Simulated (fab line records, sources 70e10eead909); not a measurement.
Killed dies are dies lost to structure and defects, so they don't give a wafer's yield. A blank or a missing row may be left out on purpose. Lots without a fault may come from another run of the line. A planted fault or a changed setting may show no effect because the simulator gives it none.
A struck lot beside a sound one | flow nand_harc | 13 steps out of a route of 1159
Sound: wafers L645.3, L645.5, L645.6. Struck: wafers L663.1, L663.4, L663.6. The cause comes at the end.
At each step with rows: each side's tool, then ch and its chambers, then its first start. Under that, the readings that differ: sound wafers | struck wafers | difference of the means | sigmas: that difference in standard deviations of wafers without a fault.
alike: readings whose means differ by less than 2 such deviations, and words and numbers that are the same on both sides. not compared: withheld readings, readings that some wafer has no value for, bounds like >300 that may hide the same value, and numbers for which the record gives no deviation and whose values overlap.
The two part at a step that has a row with sigmas, a row that says differs or no value, or rows on one side only. Numbers that don't overlap but have no deviation are shown without sigmas and don't part them. A reading that every wafer of one side lacks parts them only if that side has two wafers or more.

NHARC_A_STAIRCASE_DEP_417: deposits Si3N4, target thk 60 nm.
  sound on pecvd-03 ch 0,1, day 12 13:19; struck on pecvd-02 ch 0,2, day 16 20:29
  alike: heater_power_outer_w, heater_power_w, rf_fwd_power_W, susceptor_temp_C
then, 3 steps without rows for these wafers: NHARC_A_STAIRCASE_WET_418 (chemistry H3PO4, target depth 20 nm); NHARC_A_STAIRCASE_PRECLEAN_419 (cleans in SC1); NHARC_A_STAIRCASE_SRD_421.
NHARC_A_STAIRCASE_ALD_420: deposits SiO2, target thk 20 nm, pulse time 6 s, ald cycles 200.
  sound on ald_hk-01 ch 1,2,3, day 12 19:15; struck on ald_hk-02 ch 0,1,2, day 17 00:10
  alike: heater_power_w, precursor_pulse_height_rel, susceptor_temp_C
then, 1 step without rows for these wafers: NHARC_A_STAIRCASE_CVD_552 (deposits SiNx, target thk 40 nm).
NHARC_A_STAIRCASE_DEP_151: deposits SiO2, target thk 3800 nm.
  sound on pecvd-03 ch 0,2, day 13 02:47; struck on pecvd-04 ch 0,1,2, day 17 08:36
  alike: heater_power_outer_w, heater_power_w, rf_fwd_power_W, susceptor_temp_C
then, 1 step without rows for these wafers: NHARC_A_STAIRCASE_ANNEAL_320 (time 1800 s).
NHARC_A_STAIRCASE_DEP_322: deposits SiO2, target thk 3800 nm.
  sound on pecvd-02 ch 1,2, day 13 10:17; struck on pecvd-02 ch 0,1,2, day 17 17:48
  alike: heater_power_outer_w, heater_power_w, rf_fwd_power_W, susceptor_temp_C
then, 1 step without rows for these wafers: NHARC_A_STAIRCASE_ANNEAL_323 (time 1800 s).
NHARC_A_STAIRCASE_DEP_325: deposits SiO2, target thk 3800 nm.
  sound on pecvd-02 ch 1,2, day 13 18:47; struck on pecvd-03 ch 0,2, day 18 01:20
  no value came back on the struck wafers for heater_power_outer_w (W), heater_power_w (W), rf_fwd_power_W (W), susceptor_temp_C (C); on the sound wafers heater_power_outer_w (W) reads 424 445 330
then, 1 step without rows for these wafers: NHARC_A_STAIRCASE_ANNEAL_326 (time 1800 s).
-- the record jumps here: 6 days lie between the struck wafers' starts before and after (it left off in module A_STAIRCASE and takes up again in module END, whose first step shown is number 1159 of the route) --
NHARC_END_SORT_01:
  the record has rows for the struck wafers here (prober-01 ch 0, day 24 03:14) and none for the sound ones

WHERE THEY PART
First at NHARC_A_STAIRCASE_DEP_325; last, within this record, at NHARC_END_SORT_01.

WHY: what the simulator had put in
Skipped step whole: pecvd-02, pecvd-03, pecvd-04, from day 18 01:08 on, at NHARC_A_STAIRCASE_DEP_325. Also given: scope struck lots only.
